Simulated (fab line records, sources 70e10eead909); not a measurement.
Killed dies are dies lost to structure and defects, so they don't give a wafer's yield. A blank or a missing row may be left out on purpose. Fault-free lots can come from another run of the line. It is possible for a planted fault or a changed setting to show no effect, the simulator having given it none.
Chamber matching / flow nand harc / 4 sister chambers for NHARC_THIN_TSV_ETCHBACK_48 on rie diel-02
The step etches the open film in C4F8/Ar, target depth 1028.5 nm, time 405.17 s. 7 wafers are shown with their chamber, then 7 later ones without.

== WAFERS PAIRED WITH THEIR CHAMBERS ==
wafer=L583.3; chamber=0; rf vpp V (V)=551.0; chamber pressure mTorr (mTorr)=25.008
wafer=L583.4; chamber=1; rf vpp V (V)=548.4; chamber pressure mTorr (mTorr)=24.990
wafer=L582.2; chamber=1; rf vpp V (V)=547.3; chamber pressure mTorr (mTorr)=25.032
wafer=L591.3; chamber=3; rf vpp V (V)=549.4; chamber pressure mTorr (mTorr)=24.996
wafer=L591.5; chamber=2; rf vpp V (V)=547.3; chamber pressure mTorr (mTorr)=24.981
wafer=L594.1; chamber=2; rf vpp V (V)=547.3; chamber pressure mTorr (mTorr)=24.973
wafer=L594.5; chamber=0; rf vpp V (V)=550.7; chamber pressure mTorr (mTorr)=24.966

== WAFERS WHOSE CHAMBER IS MISSING ==
wafer=L594.6; rf vpp V (V)=548.9; chamber pressure mTorr (mTorr)=25.039
wafer=L597.1; rf vpp V (V)=546.9; chamber pressure mTorr (mTorr)=24.957
wafer=L597.2; rf vpp V (V)=550.0; chamber pressure mTorr (mTorr)=24.945
wafer=L597.5; rf vpp V (V)=547.6; chamber pressure mTorr (mTorr)=25.034
wafer=L596.3; rf vpp V (V)=549.1; chamber pressure mTorr (mTorr)=25.001
wafer=L596.4; rf vpp V (V)=547.2; chamber pressure mTorr (mTorr)=25.014
wafer=L596.5; rf vpp V (V)=547.9; chamber pressure mTorr (mTorr)=25.000

== WHICH CHAMBER EACH WENT THROUGH ==
wafer=L594.6; from the rows above=can't be placed: 3 or 1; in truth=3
wafer=L597.1; from the rows above=can't be placed: 2 or 1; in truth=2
wafer=L597.2; from the rows above=can't be placed: 3 or 0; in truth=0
wafer=L597.5; from the rows above=can't be placed: 1 or 2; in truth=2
wafer=L596.3; from the rows above=3; in truth=3
wafer=L596.4; from the rows above=can't be placed: 1 or 2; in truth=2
wafer=L596.5; from the rows above=can't be placed: 1 or 2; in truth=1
Placed correctly: 1 of 7. Can't be placed from these rows: 6 (the true chamber is among the candidates in 6). Placed wrongly: 0.
How it was worked out, from the rows above alone: a wafer's distance from a chamber is the root of the sum, over the readings, of the square of ((its reading less the chamber's mean) divided by the reading's scatter). The wafer belongs to the nearest chamber; if the next one is less than 2 further off, it can't be placed. The mean given for a chamber averages the wafers shown for that chamber. The scatter: take each reading less its chamber's mean, square it, sum over the shown wafers, divide by the number of wafers less the number of chambers, and take the root.
